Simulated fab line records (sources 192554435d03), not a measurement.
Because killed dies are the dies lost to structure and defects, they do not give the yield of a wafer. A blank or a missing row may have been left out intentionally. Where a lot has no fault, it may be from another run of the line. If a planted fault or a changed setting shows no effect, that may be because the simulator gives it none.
fab line records	flow n5Finfet
record: lots: 12	wafers: 36	lastDay: 17
route steps=1938 shown BEOL_M15@1822 MIM_TOP_ETCH@1852 PAD_METAL@1895 PASSIVATION@1936
lots that met no fault: taken from a fault-free run of the same line
startH: hours from the record's first day to the start of the lot's first wafer shown	waitH: hours since the lot's step before	" repeats the value in the row above	L1.1+2: several wafers, shown together as one row	- no value, or no start given	* or withheld: withheld	< > ~ a bound
route shown NAME@n: names a module that has steps shown in the file, with the first one's number in the route	usual: average and standard deviation across the fault-free wafers	same: alike in all rows	chamber/n: place in a boat	sites: each site's reading	_std_site: standard deviation of those values	_edge_site: inner sites' mean taken away from outer sites' mean	radiusMm: how far each site lies from the wafer's centre	mask NAME#n: copy n	behind: the tool/chamber that last shaped the wafer	hold: the reason the lot was held/the length of the hold in hours/how it ended	device: transistor that didn't switch, given as n, p or np	end of line: the same wafers' tests at the end of the route	a step given without rows: its recipe and nothing more	killed: count of dies lost to structure and defects at first sort (not the wafer's yield)	map: shows each die of a wafer: x if killed, . if not, _ if none is there
set.NAME: the setting that was run; set.NAME@STEP: the one run at that earlier step	model.NAME: the simulator's own value behind a step, which no gauge read
the route's steps for a sample of lots (tables are steps, rows are wafers)
services: a tool's chamber out of use, with start hour (startH, from the record's first day; less than 0 if before it), hours out, and reason
== steps ==
step: N5_BEOL_M15_ECD_47
recipe: material: Cu	targetThkA: 18600
lot.wafer	tool	chamber	startH	waitH
L575.1+2+4	ecdCu-02	1,0,0	238.91	0.1
L576.3+4+6	ecdCu-01	1,0,0	260.75	0.2
L580.1+2+6	ecdCu-02	0,1,0	282.22	0.1
L582.2+3+6	ecdCu-02	1,1,0	289.54	0.1
L581.1+2+4	ecdCu-01	1,0,0	289.63	0.1
L583.1+2+6	ecdCu-02	1,0,0	290.67	0.1
L584.1+2+5	ecdCu-02	1,0,0	297.11	0.1
L586.1+3+5	ecdCu-01	0	314.65	0.1
L587.1+4+5	ecdCu-02	0,1,0	315.15	0.1
L590.3+4+6	ecdCu-01	1,0,1	348.47	0.2
L595.2+4+6	ecdCu-02	0,1,1	374.46	0.1
L598.2+3+4	ecdCu-02	1,1,0	400.03	0.1
step: N5_MIM_TOP_ETCH_STRIP_01
recipe: chemistry: O2	powerW: 600	tempC: 60	pressureMtorr: 30	rfFrequencyHz: 6e+07	biasPowerW: 0	overashFraction: 0.5	o2FlowSccm: 225
usual: drypumpMotorCurrentA: 5.5/0.41	oesProductAu: 0.80/0.077	rfVppV: 3.8/1.4	showerheadPlenumPTorr: 2.09/0.087	throttleValvePct: 16.57/0.18
same: overashFraction: 0.5
lot.wafer	tool	chamber	startH	waitH	drypumpMotorCurrentA	oesProductAu	rfHoursCounterH	rfVppV	showerheadPlenumPTorr	throttleValvePct
L575.1	rieDiel-02	3	242.98	0.1	5.5	0.75	167	5.8	2.17	16.64
L575.2	"	2	"	"	5.9	0.72	219	3.2	2.05	16.76
L575.4	"	0	"	"	5.1	0.73	189	5.6	2.10	16.76
L576.3	rieDiel-06	3	264.58	0.1	5.9	0.78	167	1.9	1.92	16.37
L576.4	"	1	"	"	4.7	0.98	1	6.0	2.06	16.37
L576.6	"	1	"	"	4.7	0.98	-	4.3	2.06	16.42
L580.1	rieDiel-06	0	289.15	0.3	5.6	0.88	50	4.7	2.11	16.33
L580.2	"	1	"	"	4.7	0.96	9	5.0	2.06	16.38
L580.6	"	2	"	"	5.4	0.79	-	2.4	2.22	16.77
L582.2	rieDiel-05	3	295.07	0.1	5.2	0.79	81	4.1	2.13	16.62
L582.3	"	0	"	"	6.1	0.79	104	4.1	2.11	16.64
L582.6	"	1	"	"	5.9	0.84	-	4.8	2.14	16.73
L581.1	rieDiel-02	0	297.45	0.1	5.0	0.72	206	2.9	2.09	16.81
L581.2	"	2	"	"	5.9	0.68	238	5.8	2.05	16.80
L581.4	"	3	"	"	5.5	0.72	185	6.3	2.16	16.71
L583.1	rieDiel-06	2	297.59	0.1	5.4	0.79	128	6.8	2.22	16.77
L583.2	"	0	"	"	5.7	0.88	52	1.7	2.11	16.35
L583.6	"	0	"	"	5.7	0.86	-	2.4	2.11	16.31
L584.1	rieDiel-06	0	301.68	0.2	5.7	0.88	53	4.9	2.11	16.35
L584.2	"	3	"	"	5.9	0.77	174	5.7	1.92	16.40
L584.5	"	0	"	"	5.6	0.89	-	1.5	2.11	16.31
L586.1	rieDiel-06	1	319.47	0.1	4.7	0.91	18	3.3	2.06	16.41
L586.3	"	3	"	"	5.9	0.76	179	4.4	1.92	16.42
L586.5	"	3	"	"	5.9	0.78	-	3.0	1.92	16.49
L587.1	rieDiel-06	3	322.79	0.1	5.9	0.76	180	3.1	1.92	16.40
L587.4	"	1	"	"	4.7	0.90	19	4.4	2.06	16.42
L587.5	"	2	"	"	5.4	0.79	-	8.7	2.22	16.74
L590.3	rieDiel-05	1	353.51	0.1	5.8	0.82	93	2.0	2.13	16.76
L590.4	"	3	"	"	5.2	0.77	99	4.8	2.12	16.71
L590.6	"	3	"	"	5.2	0.78	-	1.4	2.12	16.64
L595.2	rieDiel-02	3	379.52	0.1	5.5	0.71	212	2.6	2.15	16.75
L595.4	"	0	"	"	5.1	0.68	234	3.7	2.08	16.86
L595.6	"	1	"	"	6.0	0.74	-	4.9	1.97	16.42
L598.2	rieDiel-02	3	406.71	0.1	5.4	0.69	221	8.5	2.15	16.78
L598.3	"	2	"	"	5.9	0.94	15	4.0	2.04	16.31
L598.4	"	1	"	"	6.0	0.71	219	6.1	1.97	16.45
step: N5_PASSIVATION_SPUTTER_20
recipe: material: TaN	targetThkA: 500	tempC: 25	chamberPressurePa: 0.4
usual: throttleValvePct: 29.6/1
lot.wafer	tool	chamber	startH	waitH	throttleValvePct
L575.1	pvdSputter-03	-	248.10	0.0	30.6
L575.2	"	-	"	"	29.7
L575.4	"	-	"	"	29.9
L576.3	pvdSputter-02	-	271.72	0.0	28.4
L576.4	"	-	"	"	29.8
L576.6	"	-	"	"	28.8
L580.1	pvdSputter-02	-	293.09	0.0	29.7
L580.2	"	-	"	"	31.1
L580.6	"	-	"	"	28.7
L582.2	pvdSputter-01	-	299.77	0.0	30.2
L582.3	"	-	"	"	30.3
L582.6	"	-	"	"	28.8
L581.1	pvdSputter-03	-	300.40	0.0	29.7
L581.2	"	-	"	"	27.7
L581.4	"	-	"	"	30.6
L583.1	pvdSputter-01	-	300.79	0.0	28.4
L583.2	"	-	"	"	30.3
L583.6	"	-	"	"	28.9
L584.1	pvdSputter-01	-	304.85	0.0	30.1
L584.2	"	-	"	"	30.4
L584.5	"	-	"	"	30.4
L586.1	pvdSputter-02	-	322.88	0.0	31.0
L586.3	"	-	"	"	29.3
L586.5	"	-	"	"	29.7
L587.1	pvdSputter-02	-	326.49	0.0	31.2
L587.4	"	-	"	"	29.1
L587.5	"	-	"	"	29.0
L590.3	pvdSputter-01	-	358.85	0.0	29.9
L590.4	"	-	"	"	29.9
L590.6	"	-	"	"	30.2
L595.2	pvdSputter-03	-	385.97	0.0	30.5
L595.4	"	-	"	"	29.7
L595.6	"	-	"	"	27.8
L598.2	pvdSputter-03	-	411.64	0.0	29.7
L598.3	"	-	"	"	30.7
L598.4	"	-	"	"	27.6
step: N5_PASSIVATION_PROBE_49
usual: defectLimitedYield: 91.4/1.6	killed_at_M0_to_M3: 31/11	killed_at_M4_up: 14/5.7	killedAtContacts: 12/6	killedAtFrontEnd: 41/13	killedAtOther: 3.3/2.8	killedDies: 101/19	killedOnRim: 13/3.9	killedOpen: 67/14	killedShort: 33/8.2	sort_bin_5_function: 5.0/1.1	sort_bin_6_memory: 3.3/0.74	sortNPass: 1078/20	sortYieldPct: 91.3/1.7
same: grossDies: 1180	killedAtBackSide: 0	sort_bin_4_leakage[%]: 0	sort_bin_8_speed[%]: 0
lot.wafer	tool	chamber	startH	waitH	defectLimitedYield[%]	killed_at_M0_to_M3	killed_at_M4_up	killedAtContacts	killedAtFrontEnd	killedAtOther	killedDies	killedOnRim	killedOpen	killedShort	sort_bin_5_function[%]	sort_bin_6_memory[%]	sortNPass	sortYieldPct[%]
L575.1	prober-02	-	254.75	0.0	94.2	14	11	4	38	1	68	10	36	31	3.2	2.1	1112	94.2
L575.2	prober-02	-	254.80	0.1	92.8	26	13	1	43	2	85	9	59	26	4.7	2.3	1095	92.8
L575.4	prober-02	-	254.90	0.2	92.5	18	9	5	54	3	89	12	55	25	4.2	2.6	1091	92.5
L576.3	prober-02	-	278.29	0.1	91.9	31	13	17	29	6	96	15	62	34	4.7	3.2	1084	91.9
L576.4	prober-02	-	278.34	0.2	90.9	33	17	12	40	5	107	13	75	31	5.3	3.4	1073	90.9
L576.6	prober-02	-	278.44	0.3	89.4	36	21	11	52	5	125	19	77	46	6.1	4.2	1055	89.4
L580.1	prober-01	-	298.85	0.0	91.9	28	12	11	45	0	96	13	65	31	4.7	3.3	1084	91.9
L580.2	prober-01	-	298.90	0.1	91.2	42	13	6	43	0	104	13	70	34	5.1	3.5	1076	91.2
L580.6	prober-01	-	299.10	0.3	89.7	47	7	14	53	1	122	17	79	43	5.6	4.3	1058	89.7
L582.2	prober-01	-	305.75	0.1	89.2	24	20	12	67	4	127	14	89	37	6.2	4.2	1053	89.2
L582.3	prober-01	-	305.80	0.1	89.3	31	9	15	71	0	126	12	91	33	6.1	4.2	1054	89.3
L582.6	prober-01	-	305.95	0.3	91.3	33	19	14	33	4	103	13	64	38	5.4	3.1	1077	91.3
L581.1	prober-02	-	306.35	0.0	91.5	33	3	13	51	0	100	21	55	45	5.0	3.2	1080	91.5
L581.2	prober-02	-	306.40	0.1	91.9	28	14	15	39	0	96	11	63	30	4.6	3.2	1084	91.9
L581.4	prober-02	-	306.50	0.2	94.3	23	3	11	29	1	67	9	44	23	2.7	2.6	1113	94.3
L583.1	prober-01	-	307.68	0.0	90.5	50	13	23	26	0	112	17	80	32	5.3	4.2	1068	90.5
L583.2	prober-01	-	307.73	0.1	86.9	59	17	25	46	7	154	21	104	43	9.2	3.5	1026	86.9
L583.6	prober-01	-	307.93	0.3	91.1	36	4	23	40	2	105	15	65	37	6.0	2.6	1075	91.1
L584.1	prober-01	-	311.04	0.0	93.3	18	12	6	38	5	79	12	49	23	4.1	2.5	1101	93.3
L584.2	prober-01	-	311.09	0.1	93.7	17	15	15	25	2	74	4	53	21	4.2	2.1	1106	93.7
L584.5	prober-01	-	311.24	0.2	93.2	23	16	9	28	4	80	9	46	28	4.0	2.6	1100	93.2
L586.1	prober-02	-	328.45	0.0	92.3	29	20	13	22	7	91	21	62	27	4.7	2.7	1089	92.3
L586.3	prober-02	-	328.55	0.1	88.9	60	20	13	37	1	131	20	98	31	6.8	4.1	1049	88.9
L586.5	prober-02	-	328.65	0.2	89.7	48	12	29	21	11	121	16	75	44	5.8	4.1	1059	89.7
L587.1	prober-02	-	334.41	0.0	89.1	64	7	4	51	3	129	22	81	48	6.2	4.1	1051	89.1
L587.4	prober-02	-	334.56	0.2	91.9	35	15	5	38	3	96	12	63	31	5.1	2.9	1084	91.9
L587.5	prober-02	-	334.61	0.2	93.1	30	12	6	32	1	81	10	49	32	3.6	2.7	1099	93.1
L590.3	prober-01	-	364.70	0.1	91.8	34	11	5	44	3	97	14	62	34	4.7	3.4	1083	91.8
L590.4	prober-01	-	364.75	0.2	94.1	15	11	4	38	2	70	11	49	19	2.8	3.1	1110	94.1
L590.6	prober-01	-	364.85	0.3	94.1	15	10	10	35	0	70	4	56	14	3.7	2.1	1110	94.1
L595.2	prober-01	-	392.06	0.1	66.2	25	324	9	35	6	399	55	52	32	19.6	12.5	781	66.2
L595.4	prober-01	-	392.16	0.2	63.7	32	340	13	39	4	428	61	69	30	21.7	12.3	752	63.7
L595.6	prober-01	-	392.26	0.3	64.4	19	323	25	52	1	420	53	77	28	22.5	10.8	760	64.4
L598.2	prober-01	-	417.17	0.1	63.9	39	335	9	37	6	426	67	63	36	22.9	11.0	754	63.9
L598.3	prober-01	-	417.22	0.1	64.8	29	346	8	30	2	415	58	52	27	20.5	12.1	765	64.8
L598.4	prober-01	-	417.27	0.2	64.3	20	343	11	43	4	421	60	60	38	20.8	13.0	759	64.3
killed by level:class
L575.1 GATE_CUT:geometricParticle:short=7 STI_FIN_REVEAL:geometricParticle:open=5 DUMMY_GATE:geometricParticle:open=5 GATE_CUT:geometricParticle:open=5 FIN_SAQP:geometricParticle:short=4 MOL_CONTACT_COAG:geometricParticle:open=4 BEOL_M0_SAQP:geometricParticle:short=4 BEOL_M2:geometricParticle:open=4
L575.2 STI_FIN_REVEAL:geometricParticle:open=10 FIN_SAQP:geometricParticle:open=9 BEOL_M4:geometricParticle:open=9 BEOL_M2:geometricParticle:open=8 FIN_SAQP:geometricParticle:short=7 BEOL_M0_SAQP:geometricParticle:open=6 BEOL_M3:geometricParticle:open=5 GATE_CUT:geometricParticle:short=4
L575.4 FIN_SAQP:geometricParticle:open=10 DUMMY_GATE:geometricParticle:open=8 HKMG_FIN:areaEtch=7 FIN_SAQP:geometricParticle:short=6 STI_FIN_REVEAL:geometricParticle:open=6 DUMMY_GATE:geometricParticle:short=5 STARTING-WAFER:geometricParticle:open=5 MOL_CONTACT_COAG:geometricParticle:open=4
L576.3 MOL_CONTACT_COAG:geometricParticle:open=14 BEOL_M0_SAQP:geometricParticle:short=8 STI_FIN_REVEAL:geometricParticle:open=7 BEOL_M0_SAQP:geometricParticle:open=7 BEOL_M4:geometricParticle:open=7 GATE_CUT:geometricParticle:open=5 FIN_SAQP:geometricParticle:open=4 BEOL_M0:geometricParticle:short=4
L576.4 BEOL_M3:geometricParticle:open=12 MOL_CONTACT_COAG:geometricParticle:open=11 FIN_SAQP:geometricParticle:open=7 GATE_CUT:geometricParticle:short=7 BEOL_M4:geometricParticle:open=7 DUMMY_GATE:geometricParticle:open=6 GATE_CUT:geometricParticle:open=6 BEOL_M2:geometricParticle:open=6
L576.6 BEOL_M0_SAQP:geometricParticle:short=13 BEOL_M0_SAQP:geometricParticle:open=13 STI_FIN_REVEAL:geometricParticle:open=11 BEOL_M4:geometricParticle:open=11 MOL_CONTACT_COAG:geometricParticle:open=8 FIN_SAQP:geometricParticle:open=6 GATE_CUT:geometricParticle:open=6 STARTING-WAFER:geometricParticle:short=6
L580.1 FIN_SAQP:geometricParticle:short=11 MOL_CONTACT_COAG:geometricParticle:open=9 STI_FIN_REVEAL:geometricParticle:open=8 FIN_SAQP:geometricParticle:open=7 BEOL_M0_SAQP:geometricParticle:short=5 BEOL_M1:geometricParticle:open=5 DUMMY_GATE:geometricParticle:open=4 BEOL_M0_SAQP:geometricParticle:open=4
L580.2 BEOL_M3:geometricParticle:open=11 FIN_SAQP:geometricParticle:open=8 BEOL_M2:geometricParticle:open=8 STI_FIN_REVEAL:geometricParticle:open=7 BEOL_M0_SAQP:geometricParticle:open=7 BEOL_M2:geometricParticle:short=7 FIN_SAQP:geometricParticle:short=6 GATE_CUT:geometricParticle:open=5
L580.6 BEOL_M1:geometricParticle:open=15 STI_FIN_REVEAL:geometricParticle:open=14 FIN_SAQP:geometricParticle:short=13 MOL_CONTACT_COAG:geometricParticle:open=10 BEOL_M2:geometricParticle:open=9 FIN_SAQP:geometricParticle:open=5 GATE_CUT:geometricParticle:short=5 BEOL_M0_SAQP:geometricParticle:open=5
L582.2 STI_FIN_REVEAL:geometricParticle:open=20 FIN_SAQP:geometricParticle:open=18 BEOL_M4:geometricParticle:open=14 FIN_SAQP:geometricParticle:short=11 MOL_CONTACT_COAG:geometricParticle:open=10 BEOL_M0_SAQP:geometricParticle:open=7 BEOL_M0_SAQP:geometricParticle:short=6 GATE_CUT:geometricParticle:short=5
L582.3 FIN_SAQP:geometricParticle:open=25 FIN_SAQP:geometricParticle:short=18 MOL_CONTACT_COAG:geometricParticle:open=14 BEOL_M0_SAQP:geometricParticle:open=11 STI_FIN_REVEAL:geometricParticle:open=10 BEOL_M0_SAQP:geometricParticle:short=8 DUMMY_GATE:geometricParticle:open=6 BEOL_M4:geometricParticle:open=5
L582.6 FIN_SAQP:geometricParticle:open=10 FIN_SAQP:geometricParticle:short=10 MOL_CONTACT_COAG:geometricParticle:open=10 BEOL_M0_SAQP:geometricParticle:open=9 BEOL_M0_SAQP:geometricParticle:short=8 BEOL_M3:geometricParticle:open=6 BEOL_M4:geometricParticle:open=6 STI_FIN_REVEAL:geometricParticle:open=4
L581.1 FIN_SAQP:geometricParticle:short=12 STI_FIN_REVEAL:geometricParticle:open=12 MOL_CONTACT_COAG:geometricParticle:open=8 BEOL_M2:geometricParticle:open=8 BEOL_M0_SAQP:geometricParticle:short=6 GATE_CUT:geometricParticle:short=6 BEOL_M0_SAQP:geometricParticle:open=6 MOL_CONTACT_COAG:geometricParticle:short=5
L581.2 MOL_CONTACT_COAG:geometricParticle:open=13 BEOL_M1:geometricParticle:open=10 FIN_SAQP:geometricParticle:open=7 BEOL_M4:geometricParticle:open=7 FIN_SAQP:geometricParticle:short=6 STARTING-WAFER:geometricParticle:short=5 STI_FIN_REVEAL:geometricParticle:open=4 DUMMY_GATE:geometricParticle:open=4
L581.4 MOL_CONTACT_COAG:geometricParticle:open=10 BEOL_M3:geometricParticle:open=8 DUMMY_GATE:geometricParticle:open=7 FIN_SAQP:geometricParticle:short=4 BEOL_M0_SAQP:geometricParticle:short=4 STARTING-WAFER:geometricParticle:open=4 STI_FIN_REVEAL:geometricParticle:open=3 GATE_CUT:geometricParticle:short=3
L583.1 MOL_CONTACT_COAG:geometricParticle:open=20 BEOL_M0_SAQP:geometricParticle:open=14 BEOL_M0_SAQP:geometricParticle:short=10 FIN_SAQP:geometricParticle:open=5 STI_FIN_REVEAL:geometricParticle:open=5 BEOL_M0:geometricParticle:open=5 BEOL_M2:geometricParticle:short=5 BEOL_M2:geometricParticle:open=5
L583.2 MOL_CONTACT_COAG:geometricParticle:open=21 BEOL_M2:geometricParticle:open=16 STI_FIN_REVEAL:geometricParticle:open=12 BEOL_M0:geometricParticle:open=9 BEOL_M0_SAQP:geometricParticle:open=8 BEOL_M1:geometricParticle:open=7 FIN_SAQP:geometricParticle:short=6 BEOL_M0_SAQP:geometricParticle:short=6
L583.6 MOL_CONTACT_COAG:geometricParticle:open=19 FIN_SAQP:geometricParticle:short=8 BEOL_M2:geometricParticle:open=8 STI_FIN_REVEAL:geometricParticle:open=7 BEOL_M0_SAQP:geometricParticle:short=7 DUMMY_GATE:geometricParticle:open=6 ILD0:geometricParticle:short=5 FIN_SAQP:geometricParticle:open=4
L584.1 FIN_SAQP:geometricParticle:short=8 FIN_SAQP:geometricParticle:open=6 STI_FIN_REVEAL:geometricParticle:open=6 MOL_CONTACT_COAG:geometricParticle:open=6 BEOL_M4:geometricParticle:open=5 BEOL_M0:geometricParticle:open=4 BEOL_M2:geometricParticle:open=4 GATE_CUT:geometricParticle:open=3
L584.2 MOL_CONTACT_COAG:geometricParticle:open=11 FIN_SAQP:geometricParticle:open=8 STI_FIN_REVEAL:geometricParticle:open=7 BEOL_M4:geometricParticle:open=7 BEOL_M0_SAQP:geometricParticle:short=5 BEOL_M0_SAQP:geometricParticle:open=5 MOL_CONTACT_COAG:geometricParticle:short=4 BEOL_M0:geometricParticle:open=3
L584.5 BEOL_M3:geometricParticle:open=7 MOL_CONTACT_COAG:geometricParticle:open=6 BEOL_M1:geometricParticle:open=6 FIN_SAQP:geometricParticle:open=4 STI_FIN_REVEAL:geometricParticle:open=4 DUMMY_GATE:geometricParticle:open=4 BEOL_M4:geometricParticle:short=4 FIN_SAQP:geometricParticle:short=3
L586.1 BEOL_M4:geometricParticle:open=11 BEOL_M2:geometricParticle:open=10 MOL_CONTACT_COAG:geometricParticle:open=9 BEOL_M0_SAQP:geometricParticle:short=6 BEOL_M0_SAQP:geometricParticle:open=5 BEOL_M7:geometricParticle:open=5 STI_FIN_REVEAL:geometricParticle:open=4 MOL_CONTACT_COAG:geometricParticle:short=4
L586.3 FIN_SAQP:geometricParticle:open=18 BEOL_M1:geometricParticle:open=12 MOL_CONTACT_COAG:geometricParticle:open=11 BEOL_M0_SAQP:geometricParticle:open=10 BEOL_M2:geometricParticle:open=10 BEOL_M3:geometricParticle:open=8 BEOL_M0_SAQP:geometricParticle:short=6 BEOL_M1:geometricParticle:short=6
L586.5 MOL_CONTACT_COAG:geometricParticle:open=25 BEOL_M2:geometricParticle:open=16 BEOL_M2:geometricParticle:short=8 BEOL_M1:geometricParticle:short=7 BEOL_M0_SAQP:geometricParticle:open=5 MOL_CONTACT_COAG:geometricParticle:short=4 BEOL_M0_SAQP:geometricParticle:short=4 STARTING-WAFER:geometricParticle:open=4
L587.1 BEOL_M0_SAQP:geometricParticle:short=23 BEOL_M0_SAQP:geometricParticle:open=19 FIN_SAQP:geometricParticle:open=12 FIN_SAQP:geometricParticle:short=9 GATE_CUT:geometricParticle:open=8 GATE_CUT:geometricParticle:short=7 BEOL_M3:geometricParticle:open=7 STI_FIN_REVEAL:geometricParticle:open=6
L587.4 DUMMY_GATE:geometricParticle:open=8 BEOL_M0_SAQP:geometricParticle:open=8 BEOL_M1:geometricParticle:open=8 STI_FIN_REVEAL:geometricParticle:open=6 BEOL_M4:geometricParticle:open=6 FIN_SAQP:geometricParticle:open=5 ILD0:geometricParticle:short=5 BEOL_M0_SAQP:geometricParticle:short=5
L587.5 BEOL_M0_SAQP:geometricParticle:short=9 BEOL_M1:geometricParticle:open=8 STI_FIN_REVEAL:geometricParticle:open=7 GATE_CUT:geometricParticle:short=6 BEOL_M0_SAQP:geometricParticle:open=6 MOL_CONTACT_COAG:geometricParticle:open=5 FIN_SAQP:geometricParticle:short=3 DUMMY_GATE:geometricParticle:open=3
L590.3 BEOL_M3:geometricParticle:open=17 STI_FIN_REVEAL:geometricParticle:open=12 FIN_SAQP:geometricParticle:short=9 BEOL_M2:geometricParticle:open=6 FIN_SAQP:geometricParticle:open=5 BEOL_M4:geometricParticle:open=4 STARTING-WAFER:geometricParticle:open=4 DUMMY_GATE:geometricParticle:open=3
L590.4 FIN_SAQP:geometricParticle:open=9 DUMMY_GATE:geometricParticle:open=6 ILD0:geometricParticle:short=5 STARTING-WAFER:geometricParticle:open=4 FIN_SAQP:geometricParticle:short=3 ILD0:geometricParticle:open=3 MOL_CONTACT_COAG:geometricParticle:open=3 BEOL_M0_SAQP:geometricParticle:open=3
L590.6 MOL_CONTACT_COAG:geometricParticle:open=9 FIN_SAQP:geometricParticle:open=7 STI_FIN_REVEAL:geometricParticle:open=6 BEOL_M2:geometricParticle:open=5 BEOL_M3:geometricParticle:open=5 GATE_CUT:geometricParticle:short=4 FIN_CUT:geometricParticle:open=4 DUMMY_GATE:geometricParticle:open=4
L595.2 BEOL_M15:unspecified=314 MOL_CONTACT_COAG:geometricParticle:open=8 FIN_SAQP:geometricParticle:open=7 FIN_SAQP:geometricParticle:short=7 STI_FIN_REVEAL:geometricParticle:open=7 BEOL_M0_SAQP:geometricParticle:short=5 BEOL_M2:geometricParticle:open=5 GATE_CUT:geometricParticle:open=4
L595.4 BEOL_M15:unspecified=328 STI_FIN_REVEAL:geometricParticle:open=16 MOL_CONTACT_COAG:geometricParticle:open=11 STI_FIN_REVEAL:geometricParticle:short=10 BEOL_M2:geometricParticle:open=10 BEOL_M0_SAQP:geometricParticle:short=7 BEOL_M4:geometricParticle:open=6 BEOL_M1:geometricParticle:open=5
L595.6 BEOL_M15:unspecified=315 MOL_CONTACT_COAG:geometricParticle:open=23 FIN_SAQP:geometricParticle:open=13 STI_FIN_REVEAL:geometricParticle:open=13 BEOL_M0_SAQP:geometricParticle:open=8 GATE_CUT:geometricParticle:short=7 DUMMY_GATE:geometricParticle:open=6 BEOL_M4:geometricParticle:open=5
L598.2 BEOL_M15:unspecified=324 BEOL_M2:geometricParticle:open=12 BEOL_M0_SAQP:geometricParticle:open=11 FIN_SAQP:geometricParticle:open=7 DUMMY_GATE:geometricParticle:open=7 MOL_CONTACT_COAG:geometricParticle:open=6 STARTING-WAFER:geometricParticle:short=6 FIN_SAQP:geometricParticle:short=5
L598.3 BEOL_M15:unspecified=335 BEOL_M0_SAQP:geometricParticle:short=11 BEOL_M1:geometricParticle:open=7 FIN_SAQP:geometricParticle:open=6 MOL_CONTACT_COAG:geometricParticle:open=6 BEOL_M4:geometricParticle:open=5 GATE_CUT:geometricParticle:open=5 BEOL_M0_SAQP:geometricParticle:open=5
L598.4 BEOL_M15:unspecified=322 FIN_SAQP:geometricParticle:short=13 MOL_CONTACT_COAG:geometricParticle:open=9 BEOL_M4:geometricParticle:open=9 STI_FIN_REVEAL:geometricParticle:open=8 BEOL_M2:geometricParticle:open=7 FIN_SAQP:geometricParticle:open=6 DUMMY_GATE:geometricParticle:open=5
== services ==
tool	chamber	startH	hours	kind
ecdCu-02	-	219.01	0.9	repair
rieDiel-05	0	221.63	2.8	repair
rieDiel-06	1	237.52	-	clean
rieDiel-06	1	237.52	-	consumableReplace:focusRing
rieDiel-06	1	237.52	21.4	scheduledDown
rieDiel-06	1	237.52	21.4	ventCycle
rieDiel-06	3	272.94	8.2	repair
rieDiel-05	2	292.50	6.9	repair
rieDiel-06	3	335.24	4.3	repair
pvdSputter-02	-	335.77	2.8	repair
pvdSputter-01	-	342.33	3.2	repair
rieDiel-02	2	345.20	-	clean
rieDiel-02	2	345.20	-	consumableReplace:focusRing
rieDiel-02	2	345.20	14.0	scheduledDown
rieDiel-02	2	345.20	14.0	ventCycle
rieDiel-06	1	347.84	8.6	repair
rieDiel-06	-	358.55	0.9	repair
rieDiel-05	1	359.64	5.6	repair
pvdSputter-02	-	362.69	0.6	repair
rieDiel-05	-	365.21	1.2	repair
pvdSputter-01	-	383.35	4.8	repair
pvdSputter-01	-	391.72	2.1	repair
rieDiel-06	-	399.62	14.6	pm
rieDiel-05	1	400.40	3.8	repair
== key ==
firstSign: step: N5_PASSIVATION_PROBE_49	reading: killed_at_M4_up	direction: up	sigmas: 57	usual: 14	struck: 335
effect: step: N5_PASSIVATION_PROBE_49	reading: defectLimitedYield	direction: down	sigmas: 17	usual: 91.4	struck: 64.6
moreKillsBornAt: N5_BEOL_M15_ECD_47@ecdCu-02: 1938
metAt N5_BEOL_M15_ECD_47
struckLots L595,L598
notActingAt N5_MIM_TOP_ETCH_STRIP_01,N5_PASSIVATION_SPUTTER_20
onsetBetween 315.15 374.46
alsoFits time
fault: kind: chamberParticleSource	tool: ecdCu-02	chamber: -	onsetH: 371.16	steps: N5_BEOL_M15_ECD_47	ratePerVisitCm2: 0.61752	endH: 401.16
